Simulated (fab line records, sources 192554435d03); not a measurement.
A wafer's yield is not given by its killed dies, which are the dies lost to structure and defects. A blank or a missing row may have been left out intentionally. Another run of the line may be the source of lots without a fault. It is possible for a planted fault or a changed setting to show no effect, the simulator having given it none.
fab line records / flow n5Finfet
record: lots: 4 wafers: 12 lastDay: 17
route steps=1938 shown DUMMY_GATE@234 BEOL_M4@1111 PASSIVATION@1936
lots that met no fault: from a run of the same line without faults
startH: hours from the record's opening day to when the first of the lot's shown wafers began / waitH: how many hours have passed since the lot's step before this one / " identical to the entry in the row above / L1.1+2: a single row standing in for several wafers / - no value present, or no start provided / * or withheld: withheld / < > ~ a bound
route shown NAME@n: NAME is a module with steps in the file, n the number in the route of the first one / usual: mean and standard deviation over wafers with no fault / same: alike in all rows / chamber/n: place in a boat / sites: each site's reading / _std_site: their standard deviation / _edge_site: the outer-site mean with the inner-site mean subtracted / radiusMm: how far each site lies from the wafer's centre / mask NAME#n: copy n / behind: the most recent tool/chamber to have shaped the wafer / hold: why the lot was held/for how many hours/how that ended / device: the transistor (n, p or np) that didn't switch / end of line: the tests these same wafers got at the end of their route / a step without rows: its recipe alone / killed: not the wafer's yield, but the dies lost to structure and defects at the first sort / map: a wafer's dies, x killed, . not, _ none there
set.NAME: the run value of the setting; set.NAME@STEP: its run value at that earlier step / model.NAME: the simulator's own value behind a step, which no gauge read
lots at some steps of the route; a table a step, a row a wafer
services: from which hour (startH, from the record's first day; less than 0 if before it) a tool's chamber was out of use, for how many hours, and why
== steps ==
step: N5_DUMMY_GATE_DESCUM_20
recipe: chemistry: O2 timeS: 6.2 sourcePowerW: 50 biasPowerW: 20 pressureMtorr: 20 rfFrequencyHz: 2.712e+07 tempC: 40 resist: CAR-EUV o2FlowSccm: 225
step: N5_DUMMY_GATE_ETCH_29
recipe: chemistry: N2/H2 target: underlayer targetDepthA: 130 ionEnergyEv: 200 pressureMtorr: 30 sourceW: 840 biasW: 150 n2FlowSccm: 200 h2FlowSccm: 200
step: N5_DUMMY_GATE_ETCH_36
recipe: chemistry: CF4 target: SiARC targetDepthA: 130 pressureMtorr: 40 sourceW: 545 biasW: 36 Ar_flow_sccm: 100 cf4FlowSccm: 100 ionEnergyEv: 80
step: N5_DUMMY_GATE_ETCH_37
recipe: chemistry: N2/H2 target: SOC targetDepthA: 600 overetchA: 300 tempC: 40 ionEnergyEv: 200 pressureMtorr: 30 sourceW: 840 biasW: 150 n2FlowSccm: 200 h2FlowSccm: 200
step: N5_DUMMY_GATE_STRIP_38
recipe: chemistry: N2/H2 tempC: 40 n2FlowSccm: 200 h2FlowSccm: 200 rfFrequencyHz: 6e+07
step: N5_DUMMY_GATE_STRIP_39
recipe: chemistry: N2/H2 tempC: 40 n2FlowSccm: 200 h2FlowSccm: 200 rfFrequencyHz: 6e+07
step: N5_DUMMY_GATE_TRIM_49
recipe: chemistry: O2 resist: SOC timeS: 29 targetCdNm: 14 sourcePowerW: 300 biasPowerW: 0 O2_flow_sccm: 100 tempC: 20
step: N5_DUMMY_GATE_STRIP_40
recipe: chemistry: CF4 resist: SiARC powerW: 300 biasPowerW: 75 pressureMtorr: 50 cf4FlowSccm: 150 rfFrequencyHz: 6e+07
step: N5_DUMMY_GATE_ETCH_31
recipe: chemistry: C4F6/O2 target: SiO2 maskMaterial: SOC targetDepthA: 825 timeS: 27.5 ionEnergyEv: 250 pressureMtorr: 30 sourceW: 345 biasW: 185 Ar_flow_sccm: 300 C4F6_flow_sccm: 10 O2_flow_sccm: 10
step: N5_DUMMY_GATE_STRIP_41
recipe: chemistry: O2 powerW: 400 tempC: 40 pressureMtorr: 30 rfFrequencyHz: 6e+07 biasPowerW: 0 overashFraction: 0.3 o2FlowSccm: 225
step: N5_DUMMY_GATE_HM_OPEN_21
recipe: chemistry: CH3F/O2 target: SiNx targetDepthA: 1200 Ar_flow_sccm: 150 CH3F_flow_sccm: 30 O2_flow_sccm: 23 timeS: 171.4 pressureMtorr: 30 sourceW: 395 biasW: 73 ionEnergyEv: 120.7
usual: CH3F_flow_sccm: 29.99/0.091 O2_flow_sccm: 23.00/0.074 drypumpMotorCurrentA: 6.0/0.54 oesProductAu: 0.79/0.083 rfVppV: 298/8.9 showerheadPlenumPTorr: 2.02/0.066 throttleValvePct: 16.36/0.26
lot.wafer=L590.1 tool=rieDiel-04 chamber=3 startH=66.99 waitH=0.0 CH3F_flow_sccm=29.95 O2_flow_sccm=22.92 drypumpMotorCurrentA=6.7 oesProductAu=0.84 rfHoursCounterH=96 rfVppV=301 showerheadPlenumPTorr=1.95 throttleValvePct=16.11 model.SiO2_of_DUMMY_GATE_PECVD_30.thkNm=44.2
lot.wafer=L590.3 tool=rieDiel-04 chamber=0 startH=66.99 waitH=0.0 CH3F_flow_sccm=29.86 O2_flow_sccm=23.06 drypumpMotorCurrentA=6.1 oesProductAu=0.75 rfHoursCounterH=146 rfVppV=319 showerheadPlenumPTorr=2.10 throttleValvePct=16.48 model.SiO2_of_DUMMY_GATE_PECVD_30.thkNm=44.8
lot.wafer=L590.5 tool=rieDiel-04 chamber=2 startH=66.99 waitH=0.0 CH3F_flow_sccm=30.02 O2_flow_sccm=23.03 drypumpMotorCurrentA=5.7 oesProductAu=0.75 rfHoursCounterH=- rfVppV=303 showerheadPlenumPTorr=1.94 throttleValvePct=16.21 model.SiO2_of_DUMMY_GATE_PECVD_30.thkNm=44.6
lot.wafer=L603.1 tool=rieDiel-02 chamber=1 startH=145.93 waitH=0.0 CH3F_flow_sccm=- O2_flow_sccm=- drypumpMotorCurrentA=- oesProductAu=- rfHoursCounterH=- rfVppV=- showerheadPlenumPTorr=- throttleValvePct=- model.SiO2_of_DUMMY_GATE_PECVD_30.thkNm=54.6
lot.wafer=L603.4 tool=rieDiel-02 chamber=2 startH=145.93 waitH=0.0 CH3F_flow_sccm=- O2_flow_sccm=- drypumpMotorCurrentA=- oesProductAu=- rfHoursCounterH=- rfVppV=- showerheadPlenumPTorr=- throttleValvePct=- model.SiO2_of_DUMMY_GATE_PECVD_30.thkNm=56.4
lot.wafer=L603.6 tool=rieDiel-02 chamber=2 startH=145.93 waitH=0.0 CH3F_flow_sccm=- O2_flow_sccm=- drypumpMotorCurrentA=- oesProductAu=- rfHoursCounterH=- rfVppV=- showerheadPlenumPTorr=- throttleValvePct=- model.SiO2_of_DUMMY_GATE_PECVD_30.thkNm=55.4
lot.wafer=L604.1 tool=rieDiel-04 chamber=3 startH=150.41 waitH=0.0 CH3F_flow_sccm=- O2_flow_sccm=- drypumpMotorCurrentA=- oesProductAu=- rfHoursCounterH=- rfVppV=- showerheadPlenumPTorr=- throttleValvePct=- model.SiO2_of_DUMMY_GATE_PECVD_30.thkNm=54.2
lot.wafer=L604.3 tool=rieDiel-04 chamber=2 startH=150.41 waitH=0.0 CH3F_flow_sccm=- O2_flow_sccm=- drypumpMotorCurrentA=- oesProductAu=- rfHoursCounterH=- rfVppV=- showerheadPlenumPTorr=- throttleValvePct=- model.SiO2_of_DUMMY_GATE_PECVD_30.thkNm=54.2
lot.wafer=L604.4 tool=rieDiel-04 chamber=0 startH=150.41 waitH=0.0 CH3F_flow_sccm=- O2_flow_sccm=- drypumpMotorCurrentA=- oesProductAu=- rfHoursCounterH=- rfVppV=- showerheadPlenumPTorr=- throttleValvePct=- model.SiO2_of_DUMMY_GATE_PECVD_30.thkNm=55.8
lot.wafer=L609.2 tool=rieDiel-02 chamber=2 startH=179.10 waitH=0.0 CH3F_flow_sccm=29.89 O2_flow_sccm=22.91 drypumpMotorCurrentA=6.2 oesProductAu=0.90 rfHoursCounterH=19 rfVppV=295 showerheadPlenumPTorr=2.15 throttleValvePct=16.22 model.SiO2_of_DUMMY_GATE_PECVD_30.thkNm=44.4
lot.wafer=L609.3 tool=rieDiel-02 chamber=1 startH=179.10 waitH=0.0 CH3F_flow_sccm=30.00 O2_flow_sccm=23.12 drypumpMotorCurrentA=5.4 oesProductAu=0.76 rfHoursCounterH=161 rfVppV=298 showerheadPlenumPTorr=2.02 throttleValvePct=16.43 model.SiO2_of_DUMMY_GATE_PECVD_30.thkNm=43.6
lot.wafer=L609.5 tool=rieDiel-02 chamber=2 startH=179.10 waitH=0.0 CH3F_flow_sccm=30.02 O2_flow_sccm=22.98 drypumpMotorCurrentA=6.2 oesProductAu=0.90 rfHoursCounterH=- rfVppV=293 showerheadPlenumPTorr=2.15 throttleValvePct=16.20 model.SiO2_of_DUMMY_GATE_PECVD_30.thkNm=44.6
step: N5_DUMMY_GATE_ETCH_32
recipe: chemistry: CF4 target: SiO2 targetDepthA: 35 timeS: 3.9 ionEnergyEv: 350 pressureMtorr: 10 icpW: 800 biasW: 400 cf4FlowSccm: 80
step: N5_DUMMY_GATE_ETCH_23
recipe: chemistry: HBr/Cl2/O2 HBr_flow_sccm: 150 Cl2_flow_sccm: 80 O2_flow_sccm: 12 biasW: 102 targetDepthA: 410 timeS: 22.3 target: poly-Si maskMaterial: SiO2 pressureMtorr: 10 icpW: 800
step: N5_DUMMY_GATE_ETCH_44
recipe: chemistry: HBr/O2 overEtchFrac: 0.7 targetDepthA: 1275 stopOn: SiO2 ionEnergyEv: 60 biasW: 20 target: poly-Si maskMaterial: SiO2 pressureMtorr: 20 icpW: 400 HBr_flow_sccm: 120 O2_flow_sccm: 10
usual: drypumpMotorCurrentA: 5.5/0.5 oesProductAu: 0.734/0.013 throttleValvePct: 18.48/0.23
lot.wafer=L590.1 tool=rieSi-02 chamber=3 startH=67.24 waitH=0.0 drypumpMotorCurrentA=5.6 oesProductAu=0.718 rfHoursCounterH=163 throttleValvePct=18.56 model.SiO2_of_DUMMY_GATE_PECVD_30.thkNm=37.4
lot.wafer=L590.3 tool=rieSi-02 chamber=1 startH=67.24 waitH=0.0 drypumpMotorCurrentA=5.4 oesProductAu=0.724 rfHoursCounterH=37 throttleValvePct=18.40 model.SiO2_of_DUMMY_GATE_PECVD_30.thkNm=38
lot.wafer=L590.5 tool=rieSi-02 chamber=3 startH=67.24 waitH=0.0 drypumpMotorCurrentA=5.6 oesProductAu=0.736 rfHoursCounterH=- throttleValvePct=18.56 model.SiO2_of_DUMMY_GATE_PECVD_30.thkNm=37.8
lot.wafer=L603.1 tool=rieSi-04 chamber=3 startH=146.18 waitH=0.0 drypumpMotorCurrentA=5.7 oesProductAu=0.725 rfHoursCounterH=168 throttleValvePct=18.56 model.SiO2_of_DUMMY_GATE_PECVD_30.thkNm=48
lot.wafer=L603.4 tool=rieSi-04 chamber=2 startH=146.18 waitH=0.0 drypumpMotorCurrentA=6.2 oesProductAu=0.738 rfHoursCounterH=122 throttleValvePct=18.87 model.SiO2_of_DUMMY_GATE_PECVD_30.thkNm=49.2
lot.wafer=L603.6 tool=rieSi-04 chamber=1 startH=146.18 waitH=0.0 drypumpMotorCurrentA=6.0 oesProductAu=0.743 rfHoursCounterH=- throttleValvePct=18.05 model.SiO2_of_DUMMY_GATE_PECVD_30.thkNm=48.6
lot.wafer=L604.1 tool=rieSi-06 chamber=0 startH=150.66 waitH=0.0 drypumpMotorCurrentA=5.5 oesProductAu=0.742 rfHoursCounterH=132 throttleValvePct=18.42 model.SiO2_of_DUMMY_GATE_PECVD_30.thkNm=47.4
lot.wafer=L604.3 tool=rieSi-06 chamber=2 startH=150.66 waitH=0.0 drypumpMotorCurrentA=4.8 oesProductAu=0.734 rfHoursCounterH=2 throttleValvePct=18.47 model.SiO2_of_DUMMY_GATE_PECVD_30.thkNm=47.2
lot.wafer=L604.4 tool=rieSi-06 chamber=0 startH=150.66 waitH=0.0 drypumpMotorCurrentA=5.4 oesProductAu=0.733 rfHoursCounterH=- throttleValvePct=18.41 model.SiO2_of_DUMMY_GATE_PECVD_30.thkNm=49
lot.wafer=L609.2 tool=rieSi-06 chamber=3 startH=179.35 waitH=0.0 drypumpMotorCurrentA=4.8 oesProductAu=0.747 rfHoursCounterH=73 throttleValvePct=18.84 model.SiO2_of_DUMMY_GATE_PECVD_30.thkNm=37.4
lot.wafer=L609.3 tool=rieSi-06 chamber=0 startH=179.35 waitH=0.0 drypumpMotorCurrentA=5.4 oesProductAu=0.740 rfHoursCounterH=132 throttleValvePct=18.42 model.SiO2_of_DUMMY_GATE_PECVD_30.thkNm=36.8
lot.wafer=L609.5 tool=rieSi-06 chamber=0 startH=179.35 waitH=0.0 drypumpMotorCurrentA=5.4 oesProductAu=0.737 rfHoursCounterH=- throttleValvePct=18.42 model.SiO2_of_DUMMY_GATE_PECVD_30.thkNm=37.8
step: N5_BEOL_M4_RC_MEAS_101
usual: DIBL_N: 36.9/2.1 DIBL_P: 37.1/2.5 IOFF_N: 0.17/0.039 IOFF_P: 0.23/0.043 ION_N: 673/15 ION_P: 462/9.1 SS_N: 71.8/0.69 SS_P: 73.6/0.74 VT_N: 250/3.6 VT_P: -249.7/2.9
lot.wafer=L590.1 tool=prober-01 chamber=0 startH=180.64 waitH=0.0 DIBL_N[mV/V]=37.8 DIBL_P[mV/V]=38.7 IOFF_N[nA/um]=0.20 IOFF_P[nA/um]=0.24 ION_N[uA/um]=678 ION_P[uA/um]=455 SS_N[mV/dec]=71.4 SS_P[mV/dec]=73.9 VT_N[mV]=246 VT_P[mV]=-248.7
lot.wafer=L590.3 tool=prober-01 chamber=0 startH=180.64 waitH=0.0 DIBL_N[mV/V]=36.0 DIBL_P[mV/V]=36.0 IOFF_N[nA/um]=0.15 IOFF_P[nA/um]=0.20 ION_N[uA/um]=658 ION_P[uA/um]=450 SS_N[mV/dec]=71.2 SS_P[mV/dec]=73.1 VT_N[mV]=248 VT_P[mV]=-253.2
lot.wafer=L590.5 tool=prober-01 chamber=0 startH=180.64 waitH=0.0 DIBL_N[mV/V]=37.2 DIBL_P[mV/V]=36.7 IOFF_N[nA/um]=0.18 IOFF_P[nA/um]=0.21 ION_N[uA/um]=678 ION_P[uA/um]=458 SS_N[mV/dec]=71.3 SS_P[mV/dec]=73.7 VT_N[mV]=249 VT_P[mV]=-250.8
lot.wafer=L609.2 tool=prober-02 chamber=0 startH=302.25 waitH=0.2 DIBL_N[mV/V]=33.7 DIBL_P[mV/V]=33.2 IOFF_N[nA/um]=0.11 IOFF_P[nA/um]=0.17 ION_N[uA/um]=641 ION_P[uA/um]=446 SS_N[mV/dec]=70.5 SS_P[mV/dec]=72.0 VT_N[mV]=255 VT_P[mV]=-254.4
lot.wafer=L609.3 tool=prober-02 chamber=0 startH=302.25 waitH=0.2 DIBL_N[mV/V]=33.9 DIBL_P[mV/V]=32.4 IOFF_N[nA/um]=0.12 IOFF_P[nA/um]=0.16 ION_N[uA/um]=660 ION_P[uA/um]=451 SS_N[mV/dec]=71.4 SS_P[mV/dec]=72.4 VT_N[mV]=251 VT_P[mV]=-255.9
lot.wafer=L609.5 tool=prober-02 chamber=0 startH=302.25 waitH=0.2 DIBL_N[mV/V]=36.3 DIBL_P[mV/V]=35.9 IOFF_N[nA/um]=0.15 IOFF_P[nA/um]=0.20 ION_N[uA/um]=657 ION_P[uA/um]=453 SS_N[mV/dec]=71.7 SS_P[mV/dec]=73.6 VT_N[mV]=252 VT_P[mV]=-250.6
step: N5_PASSIVATION_PROBE_49
usual: defectLimitedYield: 91.3/1.4 killed_at_M0_to_M3: 32/9.5 killed_at_M4_up: 14/5.2 killedAtContacts: 13/5.7 killedAtFrontEnd: 41/12 killedAtOther: 3.5/2.6 killedDies: 103/17 killedOnRim: 14/4 killedOpen: 68/14 killedShort: 32/7 sort_bin_5_function: 5.0/0.91 sort_bin_6_memory: 3.3/0.7 sort_bin_8_speed: 0.03/0.22 sortNPass: 1076/17 sortYieldPct: 91.2/1.4
same: grossDies: 1180 killedAtBackSide: 0 sort_bin_4_leakage[%]: 0
lot.wafer=L604.1 tool=prober-02 chamber=- startH=364.73 waitH=0.0 defectLimitedYield[%]=0 killed_at_M0_to_M3=38 killed_at_M4_up=10 killedAtContacts=18 killedAtFrontEnd=1112 killedAtOther=2 killedDies=1180 killedOnRim=152 killedOpen=56 killedShort=34 sort_bin_5_function[%]=96.4 sort_bin_6_memory[%]=3.2 sort_bin_8_speed[%]=0 sortNPass=0 sortYieldPct[%]=0
lot.wafer=L604.3 tool=prober-02 chamber=- startH=364.83 waitH=0.1 defectLimitedYield[%]=0 killed_at_M0_to_M3=50 killed_at_M4_up=12 killedAtContacts=14 killedAtFrontEnd=1103 killedAtOther=1 killedDies=1180 killedOnRim=152 killedOpen=78 killedShort=34 sort_bin_5_function[%]=96.3 sort_bin_6_memory[%]=3.3 sort_bin_8_speed[%]=0 sortNPass=0 sortYieldPct[%]=0
lot.wafer=L604.4 tool=prober-02 chamber=- startH=364.88 waitH=0.2 defectLimitedYield[%]=0 killed_at_M0_to_M3=43 killed_at_M4_up=20 killedAtContacts=11 killedAtFrontEnd=1103 killedAtOther=3 killedDies=1180 killedOnRim=152 killedOpen=69 killedShort=29 sort_bin_5_function[%]=97.0 sort_bin_6_memory[%]=2.9 sort_bin_8_speed[%]=0 sortNPass=0 sortYieldPct[%]=0
lot.wafer=L603.1 tool=prober-02 chamber=- startH=372.31 waitH=0.1 defectLimitedYield[%]=0 killed_at_M0_to_M3=24 killed_at_M4_up=14 killedAtContacts=10 killedAtFrontEnd=1129 killedAtOther=3 killedDies=1180 killedOnRim=152 killedOpen=60 killedShort=32 sort_bin_5_function[%]=97.2 sort_bin_6_memory[%]=2.6 sort_bin_8_speed[%]=0 sortNPass=0 sortYieldPct[%]=0
lot.wafer=L603.4 tool=prober-02 chamber=- startH=372.46 waitH=0.2 defectLimitedYield[%]=0 killed_at_M0_to_M3=50 killed_at_M4_up=27 killedAtContacts=6 killedAtFrontEnd=1097 killedAtOther=0 killedDies=1180 killedOnRim=152 killedOpen=94 killedShort=30 sort_bin_5_function[%]=96.1 sort_bin_6_memory[%]=3.7 sort_bin_8_speed[%]=0 sortNPass=0 sortYieldPct[%]=0
lot.wafer=L603.6 tool=prober-02 chamber=- startH=372.56 waitH=0.3 defectLimitedYield[%]=0 killed_at_M0_to_M3=35 killed_at_M4_up=15 killedAtContacts=16 killedAtFrontEnd=1114 killedAtOther=0 killedDies=1180 killedOnRim=152 killedOpen=60 killedShort=33 sort_bin_5_function[%]=96.7 sort_bin_6_memory[%]=3.0 sort_bin_8_speed[%]=0 sortNPass=0 sortYieldPct[%]=0
killed by level:class
L604.1 DUMMY_GATE:areaOpen=1089 BEOL_M0_SAQP:geometricParticle:short=12 MOL_CONTACT_COAG:geometricParticle:open=12 BEOL_M0_SAQP:geometricParticle:open=12 MOL_CONTACT_COAG:geometricParticle:short=6 FIN_SAQP:geometricParticle:open=4 BEOL_M2:geometricParticle:open=4 BEOL_M2:geometricParticle:short=4
L604.3 DUMMY_GATE:areaOpen=1068 BEOL_M0_SAQP:geometricParticle:open=21 STI_FIN_REVEAL:geometricParticle:open=15 MOL_CONTACT_COAG:geometricParticle:open=13 BEOL_M0_SAQP:geometricParticle:short=11 BEOL_M2:geometricParticle:open=6 BEOL_M4:geometricParticle:open=5 BEOL_M2:geometricParticle:short=4
L604.4 DUMMY_GATE:areaOpen=1080 BEOL_M0_SAQP:geometricParticle:open=10 MOL_CONTACT_COAG:geometricParticle:open=10 BEOL_M0_SAQP:geometricParticle:short=9 BEOL_M2:geometricParticle:open=9 BEOL_M4:geometricParticle:open=9 BEOL_M1:geometricParticle:open=8 BEOL_M5:geometricParticle:open=5
L603.1 DUMMY_GATE:areaOpen=1088 STI_FIN_REVEAL:geometricParticle:open=19 FIN_SAQP:geometricParticle:short=7 BEOL_M1:geometricParticle:open=6 STI_FIN_REVEAL:geometricParticle:short=5 MOL_CONTACT_COAG:geometricParticle:open=5 MOL_CONTACT_COAG:geometricParticle:short=5 BEOL_M0_SAQP:geometricParticle:short=5
L603.4 DUMMY_GATE:areaOpen=1056 STI_FIN_REVEAL:geometricParticle:open=15 BEOL_M4:geometricParticle:open=13 BEOL_M0_SAQP:geometricParticle:open=13 BEOL_M1:geometricParticle:open=11 FIN_SAQP:geometricParticle:open=7 MOL_CONTACT_COAG:geometricParticle:open=6 BEOL_M2:geometricParticle:open=6
L603.6 DUMMY_GATE:areaOpen=1087 MOL_CONTACT_COAG:geometricParticle:open=13 BEOL_M0_SAQP:geometricParticle:short=11 BEOL_M0_SAQP:geometricParticle:open=9 BEOL_M4:geometricParticle:open=8 FIN_SAQP:geometricParticle:open=5 STI_FIN_REVEAL:geometricParticle:open=5 FIN_SAQP:geometricParticle:short=4
map L603.1 (x killed, . not)
_________________xxxxxxxxxxxx________________
______________xxxxxxxxxxxxxxxxxx_____________
___________xxxxxxxxxxxxxxxxxxxxxxxx__________
__________xxxxxxxxxxxxxxxxxxxxxxxxxx_________
________xxxxxxxxxxxxxxxxxxxxxxxxxxxxxx_______
_______xxxxxxxxxxxxxxxxxxxxxxxxxxxxxxxx______
______xxxxxxxxxxxxxxxxxxxxxxxxxxxxxxxxxx_____
_____xxxxxxxxxxxxxxxxxxxxxxxxxxxxxxxxxxxx____
____xxxxxxxxxxxxxxxxxxxxxxxxxxxxxxxxxxxxxx___
___xxxxxxxxxxxxxxxxxxxxxxxxxxxxxxxxxxxxxxxx__
___xxxxxxxxxxxxxxxxxxxxxxxxxxxxxxxxxxxxxxxx__
__xxxxxxxxxxxxxxxxxxxxxxxxxxxxxxxxxxxxxxxxxx_
__xxxxxxxxxxxxxxxxxxxxxxxxxxxxxxxxxxxxxxxxxx_
_xxxxxxxxxxxxxxxxxxxxxxxxxxxxxxxxxxxxxxxxxxxx
_xxxxxxxxxxxxxxxxxxxxxxxxxxxxxxxxxxxxxxxxxxxx
_xxxxxxxxxxxxxxxxxxxxxxxxxxxxxxxxxxxxxxxxxxxx
_xxxxxxxxxxxxxxxxxxxxxxxxxxxxxxxxxxxxxxxxxxxx
_xxxxxxxxxxxxxxxxxxxxxxxxxxxxxxxxxxxxxxxxxxxx
_xxxxxxxxxxxxxxxxxxxxxxxxxxxxxxxxxxxxxxxxxxxx
_xxxxxxxxxxxxxxxxxxxxxxxxxxxxxxxxxxxxxxxxxxxx
_xxxxxxxxxxxxxxxxxxxxxxxxxxxxxxxxxxxxxxxxxxxx
__xxxxxxxxxxxxxxxxxxxxxxxxxxxxxxxxxxxxxxxxxx_
__xxxxxxxxxxxxxxxxxxxxxxxxxxxxxxxxxxxxxxxxxx_
___xxxxxxxxxxxxxxxxxxxxxxxxxxxxxxxxxxxxxxxx__
___xxxxxxxxxxxxxxxxxxxxxxxxxxxxxxxxxxxxxxxx__
____xxxxxxxxxxxxxxxxxxxxxxxxxxxxxxxxxxxxxx___
_____xxxxxxxxxxxxxxxxxxxxxxxxxxxxxxxxxxxx____
______xxxxxxxxxxxxxxxxxxxxxxxxxxxxxxxxxx_____
_______xxxxxxxxxxxxxxxxxxxxxxxxxxxxxxxx______
________xxxxxxxxxxxxxxxxxxxxxxxxxxxxxx_______
__________xxxxxxxxxxxxxxxxxxxxxxxxxx_________
___________xxxxxxxxxxxxxxxxxxxxxxxx__________
______________xxxxxxxxxxxxxxxxxx_____________
_________________xxxxxxxxxxxx________________
map L604.1 (x killed, . not)
_________________xxxxxxxxxxxx________________
______________xxxxxxxxxxxxxxxxxx_____________
___________xxxxxxxxxxxxxxxxxxxxxxxx__________
__________xxxxxxxxxxxxxxxxxxxxxxxxxx_________
________xxxxxxxxxxxxxxxxxxxxxxxxxxxxxx_______
_______xxxxxxxxxxxxxxxxxxxxxxxxxxxxxxxx______
______xxxxxxxxxxxxxxxxxxxxxxxxxxxxxxxxxx_____
_____xxxxxxxxxxxxxxxxxxxxxxxxxxxxxxxxxxxx____
____xxxxxxxxxxxxxxxxxxxxxxxxxxxxxxxxxxxxxx___
___xxxxxxxxxxxxxxxxxxxxxxxxxxxxxxxxxxxxxxxx__
___xxxxxxxxxxxxxxxxxxxxxxxxxxxxxxxxxxxxxxxx__
__xxxxxxxxxxxxxxxxxxxxxxxxxxxxxxxxxxxxxxxxxx_
__xxxxxxxxxxxxxxxxxxxxxxxxxxxxxxxxxxxxxxxxxx_
_xxxxxxxxxxxxxxxxxxxxxxxxxxxxxxxxxxxxxxxxxxxx
_xxxxxxxxxxxxxxxxxxxxxxxxxxxxxxxxxxxxxxxxxxxx
_xxxxxxxxxxxxxxxxxxxxxxxxxxxxxxxxxxxxxxxxxxxx
_xxxxxxxxxxxxxxxxxxxxxxxxxxxxxxxxxxxxxxxxxxxx
_xxxxxxxxxxxxxxxxxxxxxxxxxxxxxxxxxxxxxxxxxxxx
_xxxxxxxxxxxxxxxxxxxxxxxxxxxxxxxxxxxxxxxxxxxx
_xxxxxxxxxxxxxxxxxxxxxxxxxxxxxxxxxxxxxxxxxxxx
_xxxxxxxxxxxxxxxxxxxxxxxxxxxxxxxxxxxxxxxxxxxx
__xxxxxxxxxxxxxxxxxxxxxxxxxxxxxxxxxxxxxxxxxx_
__xxxxxxxxxxxxxxxxxxxxxxxxxxxxxxxxxxxxxxxxxx_
___xxxxxxxxxxxxxxxxxxxxxxxxxxxxxxxxxxxxxxxx__
___xxxxxxxxxxxxxxxxxxxxxxxxxxxxxxxxxxxxxxxx__
____xxxxxxxxxxxxxxxxxxxxxxxxxxxxxxxxxxxxxx___
_____xxxxxxxxxxxxxxxxxxxxxxxxxxxxxxxxxxxx____
______xxxxxxxxxxxxxxxxxxxxxxxxxxxxxxxxxx_____
_______xxxxxxxxxxxxxxxxxxxxxxxxxxxxxxxx______
________xxxxxxxxxxxxxxxxxxxxxxxxxxxxxx_______
__________xxxxxxxxxxxxxxxxxxxxxxxxxx_________
___________xxxxxxxxxxxxxxxxxxxxxxxx__________
______________xxxxxxxxxxxxxxxxxx_____________
_________________xxxxxxxxxxxx________________
== services ==
tool=rieDiel-04 chamber=1 startH=55.56 hours=- kind=clean
tool=rieDiel-04 chamber=1 startH=55.56 hours=- kind=consumableReplace:focusRing
tool=rieDiel-04 chamber=1 startH=55.56 hours=19.3 kind=scheduledDown
tool=rieDiel-04 chamber=1 startH=55.56 hours=19.3 kind=ventCycle
tool=rieDiel-02 chamber=3 startH=63.87 hours=10.9 kind=repair
tool=rieSi-04 chamber=3 startH=64.17 hours=4.2 kind=repair
tool=rieDiel-02 chamber=3 startH=75.88 hours=2.6 kind=repair
tool=rieSi-02 chamber=- startH=83.82 hours=28.1 kind=pm
tool=rieDiel-02 chamber=2 startH=102.90 hours=- kind=clean
tool=rieDiel-02 chamber=2 startH=102.90 hours=- kind=consumableReplace:focusRing
tool=rieDiel-02 chamber=2 startH=102.90 hours=- kind=consumableReplace:showerhead
tool=rieDiel-02 chamber=2 startH=102.90 hours=25.0 kind=scheduledDown
tool=rieDiel-02 chamber=2 startH=102.90 hours=25.0 kind=ventCycle
tool=rieSi-06 chamber=1 startH=103.48 hours=8.0 kind=repair
tool=rieDiel-04 chamber=2 startH=114.20 hours=1.9 kind=repair
tool=rieSi-02 chamber=3 startH=124.63 hours=12.3 kind=repair
tool=rieDiel-04 chamber=- startH=131.63 hours=0.8 kind=repair
tool=rieDiel-04 chamber=0 startH=132.51 hours=11.9 kind=repair
tool=rieSi-02 chamber=- startH=145.78 hours=2.8 kind=pm
tool=rieSi-06 chamber=1 startH=146.47 hours=8.6 kind=repair
tool=rieDiel-02 chamber=1 startH=156.55 hours=15.9 kind=repair
tool=rieSi-06 chamber=0 startH=160.43 hours=9.1 kind=repair
tool=rieDiel-02 chamber=0 startH=172.64 hours=- kind=clean
tool=rieDiel-02 chamber=0 startH=172.64 hours=- kind=consumableReplace:focusRing
== key ==
firstSign: step: N5_DUMMY_GATE_HM_OPEN_21 reading: toolRecord direction: missing
effect: step: N5_PASSIVATION_PROBE_49 reading: sort_bin_5_function direction: up sigmas: 99+ usual: 5.0 struck: 96.6
modelEffect: step: N5_DUMMY_GATE_HM_OPEN_21 value: SiO2_of_DUMMY_GATE_PECVD_30.thkNm without: 45.23 struck: 55.1
modelEffect: step: N5_DUMMY_GATE_ETCH_44 value: SiO2_of_DUMMY_GATE_PECVD_30.thkNm without: 38.27 struck: 48.23
moreKillsBornAt: N5_DUMMY_GATE_HM_OPEN_21@rieDiel-04: 3235 N5_DUMMY_GATE_HM_OPEN_21@rieDiel-02: 3226
metAt N5_DUMMY_GATE_HM_OPEN_21
struckWafers L603.1,L603.4,L603.6,L604.1,L604.3,L604.4
laterRowsLeftOut L603.1,L603.4,L603.6,L604.1,L604.3,L604.4
onsetBetween 66.99 145.93
fault: kind: skippedStepWhole tool: rieDiel-02,rieDiel-04 chamber: - onsetH: 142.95 steps: N5_DUMMY_GATE_HM_OPEN_21 scope: struckLotsOnly
laterRowsLeftOut: the simulator's readings of these wafers behind a module that went badly wrong aren't trusted and aren't shown, but for the sort
